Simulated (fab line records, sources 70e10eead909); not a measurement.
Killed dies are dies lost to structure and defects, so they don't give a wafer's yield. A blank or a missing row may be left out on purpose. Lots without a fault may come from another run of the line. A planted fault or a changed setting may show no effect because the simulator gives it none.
A struck lot beside a sound one | flow nand_harc | 14 steps out of a route of 1159
Sound: wafers L941.2, L941.4, L941.5. Struck: wafers L955.1, L955.2, L955.4. The cause comes at the end.
At each step with rows: each side's tool, then ch and its chambers, then its first start. Under that, the readings that differ: sound wafers | struck wafers | difference of the means | sigmas: that difference in standard deviations of wafers without a fault.
alike: readings whose means differ by less than 2 such deviations, and words and numbers that are the same on both sides. not compared: withheld readings, readings that some wafer has no value for, bounds like >300 that may hide the same value, and numbers for which the record gives no deviation and whose values overlap.
The two part at a step that has a row with sigmas, a row that says differs or no value, or rows on one side only. Numbers that don't overlap but have no deviation are shown without sigmas and don't part them. A reading that every wafer of one side lacks parts them only if that side has two wafers or more.

NHARC_A_STAIRCASE_DESCUM_219: chemistry O2, time 3 s.
  sound on rie_diel-02 ch 0,2,3, day 12 16:00; struck on rie_diel-02 ch 0,1,2, day 16 11:11
  alike: drypump_motor_current_A, oes_product_au, rf_vpp_V, showerhead_plenum_p_Torr, throttle_valve_pct
  not compared: rf_hours_counter_h
NHARC_A_STAIRCASE_TRIM_220: chemistry O2, time 211.2 s.
  sound on rie_diel-02 ch 1,2, day 12 16:06; struck on rie_diel-02 ch 0,1,2, day 16 11:16
  alike: chamber_pressure_mTorr, drypump_motor_current_A, oes_product_au, rf_vpp_V, showerhead_plenum_p_Torr, throttle_valve_pct
  not compared: rf_hours_counter_h
then, 2 steps without rows for these wafers: NHARC_A_STAIRCASE_ETCH_221 (etches the open film in C4F8/O2, target depth 100 nm, time 40.5 s); NHARC_A_STAIRCASE_TRIM_222 (chemistry O2, time 211.2 s).
NHARC_A_STAIRCASE_ETCH_223: etches the open film in C4F8/O2, target depth 100 nm, time 40.5 s.
  sound on rie_diel-02 ch 1,3; struck on rie_diel-02 ch 0,1,2
  alike: oes_product_au, rf_vpp_V
  not compared: rf_hours_counter_h
then, 4 steps without rows for these wafers: NHARC_A_STAIRCASE_TRIM_224 (chemistry O2, time 211.2 s); NHARC_A_STAIRCASE_ETCH_225 (etches the open film in C4F8/O2, target depth 100 nm, time 40.5 s); NHARC_A_STAIRCASE_TRIM_226 (chemistry O2, time 211.2 s); NHARC_A_STAIRCASE_ETCH_227 (etches the open film in C4F8/O2, target depth 100 nm, time 40.5 s).
NHARC_A_STAIRCASE_TRIM_229: chemistry O2, time 211.2 s.
  sound on rie_diel-07 ch 1,3, day 12 17:26; struck on rie_diel-02 ch 1,2,3, day 16 12:44
  alike: chamber_pressure_mTorr, drypump_motor_current_A, oes_product_au, rf_vpp_V, showerhead_plenum_p_Torr, throttle_valve_pct
  not compared: rf_hours_counter_h
NHARC_A_STAIRCASE_ETCH_230: etches the open film in C4F8/O2, target depth 100 nm, time 40.5 s.
  sound on rie_diel-07 ch 0,3; struck on rie_diel-02 ch 0,1,3
  reading               | sound             | struck            | difference | sigmas
  oes_product_au (a.u.) | 0.966 0.988 0.981 | 0.946 0.931 0.939 | -0.040     | -2
  alike: rf_vpp_V
  not compared: rf_hours_counter_h
NHARC_A_STAIRCASE_TRIM_231: chemistry O2, time 211.2 s.
  sound on rie_diel-07 ch 0,1,3, day 12 17:44; struck on rie_diel-02 ch 0,1,2, day 16 13:08
  no value came back on the struck wafers for any of 7 readings (bias_w (W), chamber_pressure_mTorr (mTorr) and others); on the sound wafers bias_w (W) reads 0 0 0
  not compared: rf_hours_counter_h
then, 1 step without rows for these wafers: NHARC_A_STAIRCASE_ETCH_232 (etches the open film in C4F8/O2, target depth 100 nm, time 40.5 s).
-- the record jumps here: 8 days lie between the struck wafers' starts before and after (it left off in module A_STAIRCASE and takes up again in module END, whose first step shown is number 1159 of the route) --
NHARC_END_SORT_01:
  sound on prober-01 ch 0, day 20 21:47; struck on prober-01 ch 0, day 25 00:34
  reading         | sound    | struck                                                               | difference                   | sigmas
  hold            | - - -    | await_dispo/3.9h/scrap await_dispo/3.9h/scrap await_dispo/3.9h/scrap | no value on the sound wafers |
  killed_at_array | 17 17 7  | 671 672 672                                                          | +658                         | +60
  killed_dies     | 21 19 13 | 677 677 677                                                          | +659                         | +60
  alike: killed_at_other, killed_at_periphery, killed_open, killed_short

WHERE THEY PART
First at NHARC_A_STAIRCASE_ETCH_230; last, within this record, at NHARC_END_SORT_01.

WHY: what the simulator had put in
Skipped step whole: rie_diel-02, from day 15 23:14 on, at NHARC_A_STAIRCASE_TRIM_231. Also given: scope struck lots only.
